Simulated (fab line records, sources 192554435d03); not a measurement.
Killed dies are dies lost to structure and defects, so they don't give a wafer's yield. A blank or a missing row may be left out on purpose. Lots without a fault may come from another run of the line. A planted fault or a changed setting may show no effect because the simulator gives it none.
fab line records | flow n5_finfet | part 1 of 2: steps 1 to 26 of 31
record lots=5 wafers=15 last_day=17
route steps=1938 shown BEOL_M5@1184 BEOL_M6@1194
lots that met no fault: from a run of the same line without faults
start_h: hours from the record's first day to the start of the lot's first wafer shown | wait_h: hours since the lot's step before | " the same as in the row above | L1.1+2: a row that stands for several wafers | - no value, or no start given | * or withheld: withheld | < > ~ a bound
route shown NAME@n: a module of which the file shows steps, and the number in the route of the first | usual: mean/standard deviation of fault-free wafers | same: alike in all rows | chamber/n: place in a boat | sites: the reading at each site | _std_site: their standard deviation | _edge_site: outer sites' mean less inner sites' | radius_mm: how far each site lies from the wafer's centre | mask NAME#n: copy n | behind: the tool/chamber that last shaped the wafer | hold: why the lot was held/for how many hours/how that ended | device: the transistor (n, p or np) that didn't switch | end of line: the same wafers' tests at the end of the route | a step without rows: its recipe alone | killed: dies lost to structure and defects at the first sort, not the wafer's yield | map: a wafer's dies, x killed, . not, _ none there
set.NAME: the setting as run; set.NAME@STEP: as run at that earlier step | model.NAME: the simulator's own value behind a step, which no gauge read
lots at some steps of the route; a table a step, a row a wafer
services: from which hour (start_h, from the record's first day; less than 0 if before it) a tool's chamber was out of use, for how many hours, and why
## steps
# step N5_BEOL_M5_ECD_50
# recipe material=Cu target_thk_a=3000
# columns lot.wafer tool chamber start_h wait_h
L079.2+5+6 ecd_cu-02 1,0,1 228.56 0.1
L082.1+2+3 ecd_cu-01 1,0,1 233.74 0.1
L087.2+4+5 ecd_cu-01 1 260.61 0.1
L090.2+4+6 ecd_cu-01 1 287.06 0.1
L093.1+4+6 ecd_cu-02 1,1,0 299.64 0.1
# step N5_BEOL_M5_ANNEAL_51
# recipe temp_c=225 time_s=90 ambient=N2
# usual wafer_temp_C_max=225.96/0.27
# columns lot.wafer tool chamber start_h wait_h wafer_temp_C_max
L079.2 rtp_anneal-02 0 228.70 0.1 225.66
L079.5 " 0 " " 226.02
L079.6 " 0 " " 225.97
L082.1 rtp_anneal-01 0 233.91 0.1 225.95
L082.2 " 0 " " 226.14
L082.3 " 0 " " 225.87
L087.2 rtp_anneal-02 0 260.78 0.2 225.66
L087.4 " 0 " " 225.91
L087.5 " 0 " " 225.64
L090.2 rtp_anneal-01 0 287.19 0.1 225.75
L090.4 " 0 " " 226.06
L090.6 " 0 " " 226.19
L093.1 rtp_anneal-01 0 299.72 0.1 226.07
L093.4 " 0 " " 226.32
L093.6 " 0 " " 225.96
# step N5_BEOL_M5_CMP_52
# recipe stop_on=SiCOH_lowk t_overpolish_s=6.9 down_force_psi=1 platen_rpm=50 clearing_platen_down_force_psi=1.5 clearing_platen_rpm=50 post_cmp_clean=cu_alkaline target_thk_nm=62 clearing_platen_pad_velocity_m_s=0.99484 pad_velocity_m_s=0.99484
# usual barrier_field_endpoint_s=24.6/0.53 motor_current_A=6.2/0.68 overpolish_run_s=6.901/0.0093 retaining_ring_pressure_frac=1.000/0.0053 slurry_filter_dp_kPa=13.50/0.15 time_to_endpoint_s=62.8/2.8
# columns lot.wafer tool chamber start_h wait_h barrier_field_endpoint_s motor_current_A overpolish_run_s retaining_ring_pressure_frac slurry_filter_dp_kPa time_to_endpoint_s
L079.2 cmp-03 1 229.04 0.3 25.0 5.4 6.899 1.007 13.41 61.9
L079.5 " 3 " " 24.8 5.6 6.894 0.991 13.44 58.2
L079.6 " 0 " " 25.1 6.9 6.896 1.004 13.62 63.6
L082.2 cmp-01 0 234.21 0.2 24.1 5.6 6.913 0.995 13.37 63.4
L082.3 " 1 " " 24.3 6.4 6.895 0.989 13.51 61.0
L082.1 " 2 " " 24.3 7.2 6.894 1.002 13.18 60.1
L087.4 cmp-04 0 261.11 0.2 23.8 7.2 6.928 1.004 13.81 62.8
L087.2 " 1 " " 24.0 6.1 6.908 0.990 13.34 65.9
L087.5 " 3 " " 24.1 7.1 6.913 0.997 13.29 62.4
L090.2 cmp-01 1 287.52 0.3 24.4 6.6 6.911 0.998 13.39 62.8
L090.4 " 2 " " 24.5 6.9 6.898 0.996 13.47 64.5
L090.6 " 0 " " 24.7 5.4 6.897 1.001 13.58 63.9
L093.4 cmp-03 0 300.06 0.2 25.7 6.6 6.905 1.003 13.47 74.9
L093.1 " 2 " " 24.1 5.5 6.892 1.006 13.56 66.7
L093.6 " 0 " " 25.2 6.9 6.908 1.004 13.53 68.2
# step N5_BEOL_M5_THK_MEAS_53
# recipe thk_meas_gauge=xrf reads=Cu_of_BEOL_M5_ECD_50
# usual M5_THK=61.3/1.5
# columns lot.wafer tool chamber start_h wait_h M5_THK[nm]
L079.2 film_metro-01 - 229.26 - 61.3
L079.5 " - " " 61.1
L079.6 " - " " 63.5
L082.1 film_metro-01 - 234.50 - 61.3
L082.2 " - " " 63.7
L082.3 " - " " 63.2
L087.2 film_metro-02 - 261.33 - 61.2
L087.4 " - " " 62.7
L087.5 " - " " 60.1
L090.2 film_metro-01 - 287.74 - 59.5
L090.4 " - " " 58.9
L090.6 " - " " 62.5
L093.1 film_metro-01 - 300.32 - 61.4
L093.4 " - " " 64.2
L093.6 " - " " 62.0
# step N5_BEOL_M5_PRE_CLEAN_77
# recipe gas=NH3/H2 time_s=15 temp_c=* rf_power_w=300
# usual heater_power_w=84/15 rf_fwd_power_W=297.1/1.2
# columns lot.wafer tool chamber start_h wait_h heater_power_w rf_fwd_power_W
L079.2 cvd_co-01 2 229.34 0.1 79 297.7
L079.5 " 1 " " 77 297.6
L079.6 " 0 " " 62 296.3
L082.1 cvd_co-01 1 234.54 0.0 75 296.6
L082.2 " 0 " " 61 295.7
L082.3 " 2 " " 76 299.0
L087.2 cvd_co-01 0 261.37 0.0 63 296.4
L087.4 " 1 " " 74 296.5
L087.5 " 0 " " 63 296.6
L090.2 cvd_co-01 2 287.77 0.0 77 298.8
L090.4 " 0 " " 63 296.9
L090.6 " 2 " " 78 299.2
L093.1 cvd_co-02 2 300.35 0.0 87 296.3
L093.4 " 1 " " 107 298.1
L093.6 " 2 " " 87 295.6
# step N5_BEOL_M5_CO_CAP_78
# recipe material=Co target_thk_a=20 temp_c=200 precursor=CCTBA/H2 pressure_torr=30 time_s=102.1
# usual heater_power_w=235/20
# columns lot.wafer tool chamber start_h wait_h heater_power_w
L079.2 cvd_co-01 2 229.38 0.0 225
L079.5 " 1 " " 226
L079.6 " 0 " " 206
L082.1 cvd_co-01 1 234.58 0.0 228
L082.2 " 0 " " 206
L082.3 " 2 " " 226
L087.2 cvd_co-01 0 261.41 0.0 210
L087.4 " 1 " " 227
L087.5 " 0 " " 211
L090.2 cvd_co-01 2 287.81 0.0 231
L090.4 " 0 " " 204
L090.6 " 2 " " 231
L093.1 cvd_co-02 2 300.39 0.0 235
L093.4 " 1 " " 264
L093.6 " 2 " " 244
# step N5_BEOL_M5_PRE_CLEAN_55
# recipe gas=NH3 time_s=15 temp_c=withheld rf_power_w=300
# usual rf_fwd_power_W=294.0/1.2
# columns lot.wafer tool chamber start_h wait_h rf_fwd_power_W
L079.2 pecvd-02 1 229.47 0.1 295.3
L079.5 " 1 " " 294.8
L079.6 " 2 " " 293.7
L082.1 pecvd-02 2 234.67 0.1 291.5
L082.2 " 0 " " 294.6
L082.3 " 1 " " 293.0
L087.2 pecvd-04 1 261.50 0.1 296.3
L087.4 " 1 " " 294.2
L087.5 " 2 " " 294.4
L090.2 pecvd-02 2 287.91 0.1 292.7
L090.4 " 0 " " 294.7
L090.6 " 1 " " 293.5
L093.1 pecvd-04 2 300.49 0.1 292.5
L093.4 " 2 " " 293.9
L093.6 " 0 " " 291.0
# step N5_BEOL_M5_DEP_56
# recipe material=SiCN target_thk_a=80 temp_c=withheld precursor=3MS/NH3 pressure_torr=3 rf_w=202 time_s=14
# usual rf_fwd_power_W=199.1/0.68 showerhead_plenum_p_Torr=3.662/0.017 throttle_valve_pct=9.0/0.5
# columns lot.wafer tool chamber start_h wait_h rf_fwd_power_W showerhead_plenum_p_Torr throttle_valve_pct
L079.2 pecvd-02 1 229.49 0.0 199.5 3.682 8.8
L079.5 " 1 " " 198.5 3.690 8.9
L079.6 " 2 " " 199.7 3.636 8.4
L082.1 pecvd-02 2 234.70 0.0 198.1 3.638 8.8
L082.2 " 0 " " 199.5 3.664 9.0
L082.3 " 1 " " 198.8 3.685 9.4
L087.2 pecvd-04 1 261.53 0.0 200.1 3.671 10.1
L087.4 " 1 " " 200.3 3.677 10.0
L087.5 " 2 " " 198.0 3.657 8.5
L090.2 pecvd-02 2 287.93 0.0 198.8 3.651 8.6
L090.4 " 0 " " 198.7 3.662 8.8
L090.6 " 1 " " 199.3 3.696 9.3
L093.1 pecvd-04 2 300.51 0.0 200.6 3.649 8.8
L093.4 " 2 " " 199.3 3.652 8.6
L093.6 " 0 " " 199.1 3.670 9.5
# step N5_BEOL_M5_RS_MEAS_57
# recipe thk_meas_gauge=four-point-probe reads=Co_of_BEOL_M5_CO_CAP_78+Cu_of_BEOL_M5_ECD_50+Co_of_BEOL_M5_CVD_47+TaN_of_BEOL_M5_ALD_86
# usual M5_RS=0.390/0.01
# columns lot.wafer tool chamber start_h wait_h M5_RS[ohm/sq]
L079.2 film_metro-01 - 229.56 0.1 0.395
L079.5 " - " " 0.398
L079.6 " - " " 0.381
L082.1 film_metro-01 - 234.91 0.2 0.390
L082.2 " - " " 0.375
L082.3 " - " " 0.379
L087.2 film_metro-01 - 261.59 0.1 0.392
L087.4 " - " " 0.380
L087.5 " - " " 0.398
L090.2 film_metro-02 - 288.00 0.1 0.403
L090.4 " - " " 0.407
L090.6 " - " " 0.381
L093.1 film_metro-02 - 300.58 0.0 0.387
L093.4 " - " " 0.368
L093.6 " - " " 0.382
# step N5_BEOL_M5_INSPECT_58
# recipe inspect_instrument=darkfield mode=post_dep
# usual raw_defect_count=68/23
# columns lot.wafer tool chamber start_h wait_h raw_defect_count
L079.2 defect_inspect-01 - 229.58 0.0 39
L079.5 " - " " 71
L079.6 " - " " 63
L082.1 defect_inspect-02 - 234.94 0.0 60
L082.2 " - " " 118
L082.3 " - " " 65
L087.2 defect_inspect-01 - 261.62 0.0 48
L087.4 " - " " 103
L087.5 " - " " 58
L090.2 defect_inspect-02 - 288.02 0.0 120
L090.4 " - " " 67
L090.6 " - " " 46
L093.1 defect_inspect-02 - 300.60 0.0 50
L093.4 " - " " 65
L093.6 " - " " 59
# step N5_BEOL_M6_ILD_DEP_00
# recipe material=SiCOH_lowk target_thk_a=1797.5 temp_c=300 precursor=DEMS/porogen pressure_torr=5 rf_w=500 time_s=33.4
# usual heater_power_w=345/61 rf_fwd_power_W=495.0/1.7 showerhead_plenum_p_Torr=5.740/0.018 throttle_valve_pct=14.3/0.74
# columns lot.wafer tool chamber start_h wait_h heater_power_w rf_fwd_power_W showerhead_plenum_p_Torr throttle_valve_pct
L079.2 pecvd-03 0 229.62 0.0 293 494.8 5.736 14.4
L079.5 " 1 " " 415 497.2 5.735 15.3
L079.6 " 2 " " 291 495.9 5.729 13.4
L082.1 pecvd-04 0 235.00 0.1 413 495.3 5.735 14.5
L082.2 " 2 " " 339 495.5 5.715 13.2
L082.3 " 1 " " 433 496.6 5.756 15.5
L087.2 pecvd-02 1 261.66 0.0 304 492.1 5.777 14.1
L087.4 " 2 " " 270 492.6 5.709 13.5
L087.5 " 1 " " 313 494.8 5.772 14.2
L090.2 pecvd-04 0 288.06 0.0 413 492.7 5.741 14.5
L090.4 " 0 " " 422 492.6 5.750 14.3
L090.6 " 2 " " 411 496.7 5.730 13.2
L093.1 pecvd-03 2 300.64 0.0 266 496.5 5.717 13.8
L093.4 " 0 " " 275 495.4 5.737 14.2
L093.6 " 2 " " 272 494.8 5.709 13.8
# step N5_BEOL_M6_CURE_74
# recipe temp_c=385 time_s=240 ambient=He/Ar material=SiCOH_lowk
# usual lamp_power_pct=52.31/0.056 wafer_temp_C_max=387.1/0.84
# columns lot.wafer tool chamber start_h wait_h lamp_power_pct wafer_temp_C_max
L079.2 uv_cure-03 1 229.77 0.1 52.29 387.7
L079.5 " 1 " " 52.31 387.5
L079.6 " 1 " " 52.33 387.8
L082.1 uv_cure-02 0 235.07 0.0 52.30 386.1
L082.2 " 0 " " 52.22 386.5
L082.3 " 0 " " 52.34 386.0
L087.2 uv_cure-01 2 261.80 0.1 52.39 386.9
L087.4 " 2 " " 52.38 386.9
L087.5 " 2 " " 52.31 388.0
L090.2 uv_cure-03 0 288.68 0.6 52.24 388.4
L090.4 " 0 " " 52.38 387.7
L090.6 " 0 " " 52.36 387.8
L093.1 uv_cure-01 0 300.70 0.0 52.37 386.9
L093.4 " 0 " " 52.29 387.5
L093.6 " 0 " " 52.37 387.6
# step N5_BEOL_M6_THK_MEAS_01
# recipe reads=SiCOH_lowk_of_BEOL_M6_ILD_DEP_00
# usual M6_ILD_THK=154.8/2.2
# columns lot.wafer tool chamber start_h wait_h M6_ILD_THK[nm]
L079.2 film_metro-02 - 230.20 0.4 154.1
L079.5 " - " " 156.4
L079.6 " - " " 155.0
L082.1 film_metro-02 - 235.58 0.4 153.4
L082.2 " - " " 155.1
L082.3 " - " " 153.6
L087.2 film_metro-02 - 262.23 0.4 154.3
L087.4 " - " " 154.1
L087.5 " - " " 157.8
L090.2 film_metro-02 - 289.12 0.4 155.0
L090.4 " - " " 159.0
L090.6 " - " " 157.1
L093.1 film_metro-02 - 301.22 0.4 154.3
L093.4 " - " " 158.6
L093.6 " - " " 156.0
# step N5_BEOL_M6_PECVD_70
# recipe material=SiO2 target_thk_a=200 temp_c=400 precursor=TEOS/O2 pressure_torr=5.5 rf_w=450 teos_flow_sccm=53.8 gas=O2 flow_sccm=3000 time_s=22.7
# usual heater_power_w=746/96 rf_fwd_power_W=444.9/1.9 showerhead_plenum_p_Torr=8.78/0.063 throttle_valve_pct=22.8/1.1
# columns lot.wafer tool chamber start_h wait_h heater_power_w rf_fwd_power_W showerhead_plenum_p_Torr throttle_valve_pct
L079.2 pecvd-03 2 230.24 0.0 703 448.8 8.74 22.1
L079.5 " 1 " " 800 443.9 8.78 24.5
L079.6 " 2 " " 708 446.3 8.75 22.0
L082.1 pecvd-03 2 235.62 0.0 676 445.6 8.76 21.9
L082.2 " 0 " " 681 444.5 8.76 23.0
L082.3 " 1 " " 815 446.6 8.82 24.5
L087.2 pecvd-03 2 262.27 0.0 715 449.9 8.77 22.1
L087.4 " 0 " " 664 445.7 8.80 22.8
L087.5 " 0 " " 661 445.3 8.77 22.9
L090.2 pecvd-04 2 289.15 0.0 834 443.7 8.74 21.3
L090.4 " 1 " " 949 442.6 8.81 24.6
L090.6 " 0 " " 912 441.9 8.79 23.5
L093.1 pecvd-02 0 301.25 0.0 792 442.6 8.78 22.1
L093.4 " 1 " " 680 443.9 8.93 22.4
L093.6 " 2 " " 696 445.2 8.68 21.7
# step N5_BEOL_M6_HM_DEP_02
# recipe material=TiN target_thk_a=200 temp_c=25 chamber_pressure_pa=0.49996
# usual throttle_valve_pct=30.1/1
# columns lot.wafer tool chamber start_h wait_h throttle_valve_pct
L079.2 pvd_sputter-03 - 232.10 1.8 30.4
L079.5 " - " " 29.7
L079.6 " - " " 30.5
L082.1 pvd_sputter-02 - 238.29 2.7 28.4
L082.2 " - " " 30.9
L082.3 " - " " 28.9
L087.2 pvd_sputter-01 - 263.90 1.6 32.3
L087.4 " - " " 29.9
L087.5 " - " " 30.0
L090.2 pvd_sputter-01 - 292.12 2.9 29.9
L090.4 " - " " 29.7
L090.6 " - " " 32.1
L093.1 pvd_sputter-03 - 301.60 0.3 29.9
L093.4 " - " " 29.6
L093.6 " - " " 30.6
# step N5_BEOL_M6_COAT_59
# recipe resist=SOC temp_c=250 time_s=60 spin_rpm=1500 resist_thk_nm=100
# columns lot.wafer tool chamber start_h wait_h
L079.2+5+6 litho_track-04 0 232.23 0.1
L082.1+2+3 litho_track-02 0 238.42 0.1
L087.2+4+5 litho_track-04 0 264.02 0.1
L090.2+4+6 litho_track-02 0 292.24 0.1
L093.1+4+6 litho_track-04 0 301.73 0.1
# step N5_BEOL_M6_COAT_60
# recipe resist=SiARC temp_c=220 time_s=60 spin_rpm=1500 resist_thk_nm=35
# columns lot.wafer tool chamber start_h wait_h
L079.2+5+6 litho_track-04 0 - -
L082.1+2+3 litho_track-02 0 - -
L087.2+4+5 litho_track-04 0 - -
L090.2+4+6 litho_track-02 0 - -
L093.1+4+6 litho_track-04 0 - -
# step N5_BEOL_M6_COAT_05
# recipe resist=CAR-ArF spin_rpm=1500 resist_thk_nm=90
# columns lot.wafer tool chamber start_h wait_h
L079.2+5+6 litho_track-04 0 - -
L082.1+2+3 litho_track-02 0 - -
L087.2+4+5 litho_track-04 0 - -
L090.2+4+6 litho_track-02 0 - -
L093.1+4+6 litho_track-04 0 - -
# step N5_BEOL_M6_EBR_07
# recipe solvent=PGMEA ebr_width_mm=1.5
# same ebr_width_mm=1.5
# columns lot.wafer tool chamber start_h wait_h
L079.2+5+6 litho_track-04 0 - -
L082.1+2+3 litho_track-02 0 - -
L087.2+4+5 litho_track-04 0 - -
L090.2+4+6 litho_track-02 0 - -
L093.1+4+6 litho_track-04 0 - -
# step N5_BEOL_M6_SOFTBAKE_06
# recipe temp_c=110 time_s=60 resist=CAR-ArF
# columns lot.wafer tool chamber start_h wait_h
L079.2+5+6 litho_track-04 0 - -
L082.1+2+3 litho_track-02 0 - -
L087.2+4+5 litho_track-04 0 - -
L090.2+4+6 litho_track-02 0 - -
L093.1+4+6 litho_track-04 0 - -
# step N5_BEOL_M6_EXPOSE_08
# recipe mask_id=M6 na=1.35 source_shape=dipole sigma_inner=0.817 sigma_outer=0.97 polarization=te dose_mj=68.25
# same na=1.35
# columns lot.wafer tool chamber start_h wait_h mask
L079.2+5+6 arfi_scanner-03 0 232.35 - M6#0
L082.1+2+3 arfi_scanner-02 0 238.66 - M6#0
L087.2+4+5 arfi_scanner-03 0 264.24 - M6#0
L090.2+4+6 arfi_scanner-01 0 292.49 - M6#0
L093.1+4+6 arfi_scanner-03 0 301.85 - M6#0
# step N5_BEOL_M6_PEB_09
# recipe peb_temp_c=withheld peb_time_s=60 resist=CAR-ArF
# columns lot.wafer tool chamber start_h wait_h
L079.2+5+6 litho_track-04 0 232.41 0.0
L082.1+2+3 litho_track-04 0 238.72 0.1
L087.2+4+5 litho_track-04 0 264.29 0.0
L090.2+4+6 litho_track-03 0 292.55 0.0
L093.1+4+6 litho_track-02 0 301.91 0.1
# step N5_BEOL_M6_DEVELOP_10
# recipe develop_time_s=30 developer=TMAH resist=CAR-ArF rinse_liquid=diw dry=air_spin dev_temp_c=23
# columns lot.wafer tool chamber start_h wait_h
L079.2+5+6 litho_track-04 0 - -
L082.1+2+3 litho_track-04 0 - -
L087.2+4+5 litho_track-04 0 - -
L090.2+4+6 litho_track-03 0 - -
L093.1+4+6 litho_track-02 0 - -
# step N5_BEOL_M6_CD_MEAS_11
# recipe target_cd_nm=38.5 landing_energy_ev=500 detector=se_inlens polarity=opening
# usual cd_nm=38.5/0.67
# columns lot.wafer tool chamber start_h wait_h cd_nm
L079.2 cd_sem-02 0 232.47 - 37.6
L079.5 " 0 " " 37.8
L079.6 " 0 " " 38.3
L082.1 cd_sem-01 0 238.79 - 38.9
L082.2 " 0 " " 38.5
L082.3 " 0 " " 39.0
L087.2 cd_sem-02 0 264.36 - 38.1
L087.4 " 0 " " 37.4
L087.5 " 0 " " 38.9
L090.2 cd_sem-02 0 292.62 - 38.9
L090.4 " 0 " " 38.0
L090.6 " 0 " " 38.4
L093.1 cd_sem-03 0 301.97 - 39.7
L093.4 " 0 " " 38.9
L093.6 " 0 " " 39.2
# step N5_BEOL_M6_OVL_MEAS_12
# recipe points_per_wafer=44
# usual M6_OVL=-0.4/0.68
# columns lot.wafer tool chamber start_h wait_h M6_OVL[nm]
L079.2 overlay-01 0 232.50 0.0 1.2
L079.5 " 0 " " -0.6
L079.6 " 0 " " -0.4
L082.1 overlay-01 0 238.82 0.0 0.3
L082.2 " 0 " " -1.1
L082.3 " 0 " " -0.6
L087.2 overlay-01 0 264.39 0.0 -0.6
L087.4 " 0 " " 0.3
L087.5 " 0 " " 0.1
L090.2 overlay-02 0 292.65 0.0 0.4
L090.4 " 0 " " 0.0
L090.6 " 0 " " 0.0
L093.1 overlay-02 0 302.00 0.0 -1.5
L093.4 " 0 " " -0.3
L093.6 " 0 " " -0.8
# step N5_BEOL_M6_INSPECT_13
# recipe mode=adi inspect_instrument=brightfield
# usual raw_defect_count=418/98
# columns lot.wafer tool chamber start_h wait_h raw_defect_count
L079.2 defect_inspect-01 - 232.53 0.0 249
L079.5 " - " " 356
L079.6 " - " " 442
L082.1 defect_inspect-01 - 238.85 0.0 710
L082.2 " - " " 576
L082.3 " - " " 449
L087.2 defect_inspect-02 - 264.41 0.0 480
L087.4 " - " " 531
L087.5 " - " " 539
L090.2 defect_inspect-02 - 292.67 0.0 416
L090.4 " - " " 439
L090.6 " - " " 322
L093.1 defect_inspect-01 - 302.03 0.0 275
L093.4 " - " " 343
L093.6 " - " " 343
